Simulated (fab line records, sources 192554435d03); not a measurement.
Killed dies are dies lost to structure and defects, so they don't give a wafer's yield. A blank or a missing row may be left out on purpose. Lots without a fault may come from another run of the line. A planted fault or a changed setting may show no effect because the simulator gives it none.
fab line records | flow n5_finfet
record lots=12 wafers=31 last_day=18
route steps=1938 shown BEOL_M9@1447 PASSIVATION@1936
lots that met no fault: from a run of the same line without faults
start_h: hours from the record's first day to the start of the lot's first wafer shown | wait_h: hours since the lot's step before | " the same as in the row above | L1.1+2: a row that stands for several wafers | - no value, or no start given | * or withheld: withheld | < > ~ a bound
route shown NAME@n: a module of which the file shows steps, and the number in the route of the first | usual: mean/standard deviation of fault-free wafers | same: alike in all rows | chamber/n: place in a boat | sites: the reading at each site | _std_site: their standard deviation | _edge_site: outer sites' mean less inner sites' | radius_mm: how far each site lies from the wafer's centre | mask NAME#n: copy n | behind: the tool/chamber that last shaped the wafer | hold: why the lot was held/for how many hours/how that ended | device: the transistor (n, p or np) that didn't switch | end of line: the same wafers' tests at the end of the route | a step without rows: its recipe alone | killed: dies lost to structure and defects at the first sort, not the wafer's yield | map: a wafer's dies, x killed, . not, _ none there
set.NAME: the setting as run; set.NAME@STEP: as run at that earlier step | model.NAME: the simulator's own value behind a step, which no gauge read
steps of the route over a sample of lots; a table a step, a row a wafer
services: from which hour (start_h, from the record's first day; less than 0 if before it) a tool's chamber was out of use, for how many hours, and why
## steps
# step N5_BEOL_M9_ETCH_41
# recipe chemistry=CH3F/O2 target=SiCN target_depth_a=366 taper_deg=2 time_s=70.1 ion_energy_ev=120 mask_material=TiN pressure_mtorr=30 source_w=395 bias_w=75 Ar_flow_sccm=150 CH3F_flow_sccm=30 O2_flow_sccm=20
# usual drypump_motor_current_A=5.9/0.33 oes_product_au=0.81/0.088 rf_fwd_power_W=391.8/1.5 rf_vpp_V=296.9/2 showerhead_plenum_p_Torr=1.99/0.086 throttle_valve_pct=16.27/0.25
# columns lot.wafer tool chamber start_h wait_h drypump_motor_current_A oes_product_au rf_fwd_power_W rf_hours_counter_h rf_vpp_V showerhead_plenum_p_Torr throttle_valve_pct
L686.1 rie_diel-06 1 - - 6.2 0.89 390.9 33 295.8 1.97 16.39
L686.2 " 2 " " 5.9 0.66 391.8 248 298.0 2.04 16.38
L686.3 " 0 " " 5.4 0.69 393.7 236 294.5 1.90 16.51
L687.1 rie_diel-03 2 - - 6.5 0.99 392.5 1 296.3 1.97 15.84
L687.4 " 1 " " 5.6 0.73 389.9 200 295.2 1.90 16.61
L687.6 " 1 " " 5.6 0.73 390.2 - 295.4 1.90 16.61
L689.5 rie_diel-03 1 - - 5.6 0.73 391.6 - 295.1 1.90 16.61
L689.6 " 0 " " 5.8 0.85 389.7 - 297.9 2.02 16.36
L691.1 rie_diel-06 0 - - 5.5 0.68 393.2 246 293.5 1.90 16.56
L691.2 " 2 " " 5.9 0.95 392.9 1 298.4 2.04 15.96
L691.3 " 1 " " 6.2 0.87 394.8 43 296.3 1.96 16.40
L690.2 rie_diel-06 3 - - 6.0 0.75 392.0 145 296.0 1.95 16.52
L690.4 " 1 " " 6.2 0.86 394.1 45 295.7 1.96 16.41
L690.5 " 3 " " 6.0 0.75 391.4 - 295.3 1.95 16.52
L695.3 rie_diel-03 3 - - 5.5 0.95 391.5 3 301.4 2.15 15.87
L695.4 " 0 " " 5.8 0.85 392.9 61 297.9 2.02 16.39
L694.1 rie_diel-06 2 - - 5.9 0.90 391.9 14 298.6 2.04 15.95
L694.6 " 3 " " 6.0 0.74 391.5 - 294.9 1.94 16.52
L697.1 rie_diel-04 2 - - 6.0 0.91 391.7 25 298.4 2.07 16.38
L697.2 " 0 " " 5.4 0.73 390.9 193 294.2 1.90 16.17
L698.3 rie_diel-06 3 - - 6.0 0.74 393.3 164 295.0 1.94 16.55
L698.4 " 2 " " 5.9 0.89 390.3 23 298.5 2.03 15.98
L698.6 " 2 " " 5.9 0.89 391.1 - 299.5 2.03 15.98
L700.3 rie_diel-04 1 - - 6.2 0.70 391.2 208 299.0 2.07 16.30
L700.4 " 2 " " 6.1 0.90 391.1 30 299.5 2.07 16.38
L700.5 " 1 " " 6.2 0.69 392.2 - 299.0 2.07 16.29
L702.2 rie_diel-04 1 - - 6.2 0.69 392.8 211 298.4 2.07 16.30
L702.3 " 3 " " 5.6 0.75 390.2 160 293.8 1.85 16.16
L709.2 rie_diel-03 3 - - 5.5 0.86 390.9 38 300.3 2.14 15.93
L709.5 " 3 " " 5.5 0.85 392.9 - 299.9 2.14 15.95
L709.6 " 2 " " 6.5 0.87 392.7 - 297.1 1.96 15.95
# step N5_BEOL_M9_CURE_72
# recipe temp_c=370 time_s=120 ambient=DMADMS/He material=SiCOH_lowk
# usual lamp_power_pct=52.31/0.059 wafer_temp_C_max=372.1/0.79
# columns lot.wafer tool chamber start_h wait_h lamp_power_pct wafer_temp_C_max
L686.1 uv_cure-01 0 207.51 0.0 52.35 372.5
L686.2 " 0 " " 52.28 373.4
L686.3 " 0 " " 52.23 372.5
L687.1 uv_cure-02 0 211.37 0.0 52.35 371.8
L687.4 " 0 " " 52.29 373.2
L687.6 " 0 " " 52.32 372.4
L689.5 uv_cure-03 1 225.76 0.2 52.39 373.4
L689.6 " 1 " " 52.23 372.3
L691.1 uv_cure-03 0 231.62 0.0 52.34 371.6
L691.2 " 0 " " 52.29 371.6
L691.3 " 0 " " 52.35 371.8
L690.2 uv_cure-03 2 239.08 0.1 52.39 372.1
L690.4 " 2 " " 52.32 372.1
L690.5 " 2 " " 52.25 371.2
L695.3 uv_cure-03 0 254.39 0.1 52.38 371.7
L695.4 " 0 " " 52.37 371.7
L694.1 uv_cure-03 1 263.92 0.0 52.33 372.3
L694.6 " 1 " " 52.34 373.1
L697.1 uv_cure-03 0 283.93 0.1 52.28 371.1
L697.2 " 0 " " 52.19 371.5
L698.3 uv_cure-02 0 294.98 0.2 52.34 372.8
L698.4 " 0 " " 52.37 371.9
L698.6 " 0 " " 52.22 372.4
L700.3 uv_cure-02 2 306.47 0.3 52.27 371.4
L700.4 " 2 " " 52.30 372.4
L700.5 " 2 " " 52.37 371.9
L702.2 uv_cure-02 1 320.64 0.1 52.31 371.0
L702.3 " 1 " " 52.31 370.8
L709.2 uv_cure-02 0 374.04 0.1 52.36 373.1
L709.5 " 0 " " 52.33 372.7
L709.6 " 0 " " 52.30 371.7
# step N5_BEOL_M9_ECD_50
# recipe material=Cu target_thk_a=3180
# columns lot.wafer tool chamber start_h wait_h
L686.1+2+3 ecd_cu-01 1,0,0 208.99 0.1
L687.1+4+6 ecd_cu-02 1,0,0 212.70 0.1
L689.5+6 ecd_cu-01 0,1 226.94 0.1
L691.1+2+3 ecd_cu-01 1,0,1 233.43 0.1
L690.2+4+5 ecd_cu-02 0 240.42 0.1
L695.3+4 ecd_cu-01 1,0 256.05 0.1
L694.1+6 ecd_cu-02 0 264.99 0.1
L697.1+2 ecd_cu-01 1,0 287.38 0.1
L698.3+4+6 ecd_cu-02 0,1,0 296.20 0.1
L700.3+4+5 ecd_cu-02 1,0,1 307.59 0.1
L702.2+3 ecd_cu-02 1 321.91 0.1
L709.2+5+6 ecd_cu-01 1,1,0 377.16 0.1
# step N5_BEOL_M9_CMP_52
# recipe stop_on=SiCOH_lowk t_overpolish_s=7 down_force_psi=1 platen_rpm=50 clearing_platen_down_force_psi=1.5 clearing_platen_rpm=50 post_cmp_clean=cu_alkaline target_thk_nm=140 clearing_platen_pad_velocity_m_s=0.99484 pad_velocity_m_s=0.99484
# usual motor_current_A=6.1/0.64 time_to_endpoint_s=66/4.1
# columns lot.wafer tool chamber start_h wait_h motor_current_A time_to_endpoint_s
L686.2 cmp-03 0 209.79 0.2 7.0 70
L686.3 " 2 " " 6.2 69
L686.1 " 3 " " 6.3 71
L687.1 cmp-02 3 213.12 0.3 5.5 62
L687.4 " 0 " " 6.6 67
L687.6 " 0 " " 6.9 67
L689.6 cmp-02 1 227.44 0.2 6.5 65
L689.5 " 2 " " 6.1 72
L691.3 cmp-03 3 234.33 0.2 6.7 70
L691.2 " 0 " " 7.2 67
L691.1 " 1 " " 5.8 62
L690.2 cmp-01 3 240.91 0.2 6.5 70
L690.4 " 2 " " 6.5 66
L690.5 " 0 " " 5.4 70
L695.4 cmp-02 1 256.63 0.1 6.6 63
L695.3 " 0 " " 6.9 64
L694.1 cmp-03 0 265.62 0.3 7.3 67
L694.6 " 0 " " 7.1 67
L697.1 cmp-01 3 287.81 0.3 7.1 71
L697.2 " 1 " " 5.3 66
L698.3 cmp-03 0 296.70 0.3 6.9 67
L698.4 " 1 " " 5.8 65
L698.6 " 2 " " 5.9 69
L700.3 cmp-01 1 308.33 0.2 5.3 125
L700.4 " 2 " " 6.4 121
L700.5 " 2 " " 6.7 67
L702.3 cmp-01 0 322.35 0.2 5.1 127
L702.2 " 1 " " 5.2 63
L709.2 cmp-02 3 377.68 0.3 6.0 59
L709.5 " 0 " " 6.6 68
L709.6 " 1 " " 6.8 59
# step N5_BEOL_M9_DEP_56
# recipe material=SiCN target_thk_a=150 temp_c=withheld precursor=3MS/NH3 pressure_torr=3 rf_w=202 time_s=26.5
# usual rf_fwd_power_W=200.1/0.69 showerhead_plenum_p_Torr=3.667/0.016 throttle_valve_pct=9.1/0.35
# columns lot.wafer tool chamber start_h wait_h rf_fwd_power_W showerhead_plenum_p_Torr throttle_valve_pct
L686.1 pecvd-02 1 210.15 0.0 200.3 3.687 9.7
L686.2 " 0 " " 199.2 3.692 9.0
L686.3 " 2 " " 200.3 3.641 8.8
L687.1 pecvd-01 1 213.49 0.0 201.9 3.665 8.4
L687.4 " 1 " " 201.5 3.650 8.8
L687.6 " 1 " " 201.0 3.665 8.7
L689.5 pecvd-01 1 227.70 0.0 199.6 3.664 8.5
L689.6 " 0 " " 200.8 3.682 9.0
L691.1 pecvd-01 0 234.65 0.0 200.1 3.675 8.9
L691.2 " 1 " " 199.3 3.668 8.7
L691.3 " 2 " " 199.3 3.673 8.3
L690.2 pecvd-03 1 241.26 0.0 200.2 3.675 9.3
L690.4 " 2 " " 199.9 3.654 8.6
L690.5 " 0 " " 200.8 3.661 9.0
L695.3 pecvd-03 1 256.98 0.0 199.7 3.670 9.6
L695.4 " 1 " " 199.5 3.666 9.5
L694.1 pecvd-02 2 265.94 0.0 200.7 3.642 9.2
L694.6 " 2 " " 201.2 3.645 9.1
L697.1 pecvd-03 0 288.16 0.0 200.2 3.642 9.1
L697.2 " 1 " " 200.1 3.668 9.5
L698.3 pecvd-02 1 296.98 0.0 199.2 3.686 9.5
L698.4 " 2 " " 201.2 3.642 9.3
L698.6 " 1 " " 200.0 3.685 9.2
L700.3 pecvd-02 0 308.69 0.0 199.2 3.683 9.0
L700.4 " 1 " " 198.3 3.677 9.6
L700.5 " 0 " " 199.8 3.665 9.6
L702.2 pecvd-02 2 322.67 0.0 201.7 3.632 9.2
L702.3 " 0 " " 199.3 3.691 9.0
L709.2 pecvd-03 0 377.92 0.0 201.4 3.650 9.3
L709.5 " 0 " " 200.4 3.669 9.2
L709.6 " 1 " " 200.6 3.667 9.5
# step N5_PASSIVATION_PROBE_49
# usual defect_limited_yield=90.9/1.6 killed_at_M0_to_M3=34/10 killed_at_M4_up=13/5.4 killed_at_contacts=13/6 killed_at_front_end=42/13 killed_at_other=4/3.2 killed_dies=107/18 killed_open=69/14 killed_short=35/7.7 sort_bin_4_leakage=0.02/0.17 sort_bin_5_function=5.3/1 sort_bin_6_memory=3.3/0.75 sort_n_pass=1073/19 sort_yield_pct=90.9/1.6
# same gross_dies=1180 killed_at_back_side=0 sort_bin_8_speed[%]=0
# columns lot.wafer tool chamber start_h wait_h defect_limited_yield[%] killed_at_M0_to_M3 killed_at_M4_up killed_at_contacts killed_at_front_end killed_at_other killed_dies killed_open killed_short sort_bin_4_leakage[%] sort_bin_5_function[%] sort_bin_6_memory[%] sort_n_pass sort_yield_pct[%]
L687.1 prober-02 - 266.84 0.0 90.1 37 10 22 48 0 117 70 42 0 5.6 3.3 1063 90.1
L687.4 prober-02 - 266.99 0.2 89.5 28 11 26 55 4 124 79 43 0 5.3 4.8 1056 89.5
L687.6 prober-02 - 267.09 0.3 91.6 17 9 18 54 1 99 66 24 0 4.7 3.1 1081 91.6
L695.3 prober-02 - 312.71 0.1 93.1 25 19 5 25 7 81 44 35 0 4.0 2.4 1099 93.1
L695.4 prober-02 - 312.76 0.2 94.0 26 15 2 24 4 71 40 30 0 3.7 2.1 1109 94.0
L694.1 prober-02 - 327.01 0.0 91.3 28 14 18 31 12 103 74 27 0.93 5.6 3.0 1066 90.3
L694.6 prober-02 - 327.26 0.3 91.0 37 16 15 34 4 106 67 38 0 5.7 3.2 1074 91.0
L697.1 prober-02 - 341.94 0.0 93.7 22 18 8 24 2 74 54 20 0 3.9 2.2 1106 93.7
L697.2 prober-02 - 341.99 0.1 91.9 39 13 13 28 2 95 63 31 0 5.2 2.7 1085 91.9
L698.3 prober-01 - 353.38 0.1 89.9 38 22 10 46 3 119 68 47 0 6.9 2.8 1061 89.9
L698.4 prober-01 - 353.43 0.2 90.3 48 7 19 39 2 115 74 41 0 5.8 3.4 1065 90.3
L698.6 prober-01 - 353.53 0.3 88.9 34 25 22 48 2 131 86 42 0 6.4 4.2 1049 88.9
# killed by level:class
L687.1 MOL_CONTACT_COAG:geometric_particle:open=14 STI_FIN_REVEAL:geometric_particle:open=12 BEOL_M0_SAQP:geometric_particle:open=11 BEOL_M0_SAQP:geometric_particle:short=10 MOL_CONTACT_COAG:geometric_particle:short=8 FIN_SAQP:geometric_particle:open=7 FIN_SAQP:geometric_particle:short=6 GATE_CUT:geometric_particle:open=6
L687.4 MOL_CONTACT_COAG:geometric_particle:open=24 FIN_SAQP:geometric_particle:short=19 STI_FIN_REVEAL:geometric_particle:open=18 BEOL_M0_SAQP:geometric_particle:open=13 BEOL_M0_SAQP:geometric_particle:short=8 GATE_CUT:geometric_particle:short=5 BEOL_M6:geometric_particle:open=4 FIN_SAQP:geometric_particle:open=3
L687.6 FIN_SAQP:geometric_particle:open=17 MOL_CONTACT_COAG:geometric_particle:open=16 STI_FIN_REVEAL:geometric_particle:open=13 BEOL_M4:geometric_particle:open=5 FIN_SAQP:geometric_particle:short=4 GATE_CUT:geometric_particle:short=4 BEOL_M0_SAQP:geometric_particle:open=4 BEOL_M0_SAQP:geometric_particle:short=4
L695.3 BEOL_M0_SAQP:geometric_particle:open=6 BEOL_M0_SAQP:geometric_particle:short=6 BEOL_M2:geometric_particle:open=5 BEOL_M4:geometric_particle:open=5 ILD0:geometric_particle:open=4 BEOL_M4:geometric_particle:short=4 FIN_SAQP:geometric_particle:short=3 DUMMY_GATE:geometric_particle:open=3
L695.4 BEOL_M0_SAQP:geometric_particle:open=7 FIN_SAQP:geometric_particle:short=5 BEOL_M0_SAQP:geometric_particle:short=5 BEOL_M4:geometric_particle:open=5 STARTING-WAFER:geometric_particle:short=5 FIN_SAQP:geometric_particle:open=4 BEOL_M1:geometric_particle:open=4 BEOL_M3:geometric_particle:open=4
L694.1 MOL_CONTACT_COAG:geometric_particle:open=13 STI_FIN_REVEAL:geometric_particle:open=12 BEOL_M4:geometric_particle:open=10 BEOL_M0_SAQP:geometric_particle:open=8 BEOL_M2:geometric_particle:open=6 BEOL_M1:geometric_particle:open=6 FIN_SAQP:geometric_particle:short=5 MOL_CONTACT_COAG:geometric_particle:short=5
L694.6 MOL_CONTACT_COAG:geometric_particle:open=10 BEOL_M4:geometric_particle:open=10 FIN_SAQP:geometric_particle:open=9 BEOL_M3:geometric_particle:open=8 BEOL_M0_SAQP:geometric_particle:short=8 FIN_SAQP:geometric_particle:short=6 STI_FIN_REVEAL:geometric_particle:open=6 BEOL_M0_SAQP:geometric_particle:open=6
L697.1 BEOL_M4:geometric_particle:open=11 STI_FIN_REVEAL:geometric_particle:open=9 BEOL_M0_SAQP:geometric_particle:open=6 MOL_CONTACT_COAG:geometric_particle:open=5 DUMMY_GATE:geometric_particle:open=4 STARTING-WAFER:geometric_particle:short=4 MOL_CONTACT_COAG:geometric_particle:short=3 BEOL_M0_SAQP:geometric_particle:short=3
L697.2 BEOL_M2:geometric_particle:open=12 DUMMY_GATE:geometric_particle:open=9 MOL_CONTACT_COAG:geometric_particle:open=9 BEOL_M4:geometric_particle:open=7 BEOL_M0_SAQP:geometric_particle:open=6 BEOL_M0_SAQP:geometric_particle:short=6 MOL_CONTACT_COAG:geometric_particle:short=4 FIN_SAQP:geometric_particle:short=3
L698.3 BEOL_M0_SAQP:geometric_particle:short=16 FIN_SAQP:geometric_particle:open=12 FIN_SAQP:geometric_particle:short=9 BEOL_M1:geometric_particle:open=8 BEOL_M4:geometric_particle:open=8 STI_FIN_REVEAL:geometric_particle:open=7 MOL_CONTACT_COAG:geometric_particle:open=7 BEOL_M0_SAQP:geometric_particle:open=7
L698.4 MOL_CONTACT_COAG:geometric_particle:open=15 BEOL_M0_SAQP:geometric_particle:short=15 FIN_SAQP:geometric_particle:open=14 FIN_SAQP:geometric_particle:short=10 BEOL_M0_SAQP:geometric_particle:open=8 BEOL_M3:geometric_particle:open=7 BEOL_M2:geometric_particle:open=5 STI_FIN_REVEAL:geometric_particle:open=5
L698.6 MOL_CONTACT_COAG:geometric_particle:open=15 STI_FIN_REVEAL:geometric_particle:open=11 BEOL_M4:geometric_particle:open=10 MOL_CONTACT_COAG:geometric_particle:short=7 BEOL_M0_SAQP:geometric_particle:short=7 BEOL_M3:geometric_particle:open=7 FIN_SAQP:geometric_particle:short=6 DUMMY_GATE:geometric_particle:open=5
## services
# columns tool chamber start_h hours kind
cmp-02 - 191.17 9.8 repair
cmp-01 - 195.35 3.5 repair
rie_diel-06 - 201.59 2.8 pm
ecd_cu-01 - 221.68 0.9 repair
cmp-01 - 228.23 0.9 repair
cmp-01 - 230.09 1.5 repair
cmp-02 - 239.41 4.0 pm
pecvd-02 - 239.60 1.0 repair
ecd_cu-01 - 251.17 2.8 repair
cmp-03 - 251.27 4.0 pm
cmp-01 - 259.16 1.2 repair
cmp-02 - 263.19 4.4 pm
rie_diel-03 - 267.61 2.8 pm
cmp-03 - 272.64 0.3 repair
uv_cure-03 - 277.44 6.0 pm
cmp-01 - 281.15 0.8 repair
rie_diel-03 3 285.89 4.9 repair
ecd_cu-01 - 296.10 65.9 repair
uv_cure-03 - 310.02 11.6 repair
rie_diel-06 - 318.79 1.1 repair
cmp-03 - 332.55 0.6 repair
cmp-03 - 335.14 7.4 pm
rie_diel-06 0 366.77 5.4 repair
uv_cure-02 - 375.12 5.0 pm
## key
first_sign step=N5_BEOL_M9_CMP_52 reading=time_to_endpoint_s direction=up sigmas=14 usual=* struck=*
effect none on later readings
met_at N5_BEOL_M9_ECD_50
struck_lots L700,L702
struck_wafers L700.3,L700.4,L702.3
not_acting_at N5_BEOL_M9_ETCH_41,N5_BEOL_M9_CURE_72,N5_BEOL_M9_DEP_56
onset_between 296.20 307.59
fault kind=process_parameter_drift tool=ecd_cu-02 chamber=- onset_h=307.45 steps=N5_BEOL_M9_ECD_50 channel=target_thk_a offset=* shape=step end_h=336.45 scope=struck_wafers_only acts_in=* stated=*
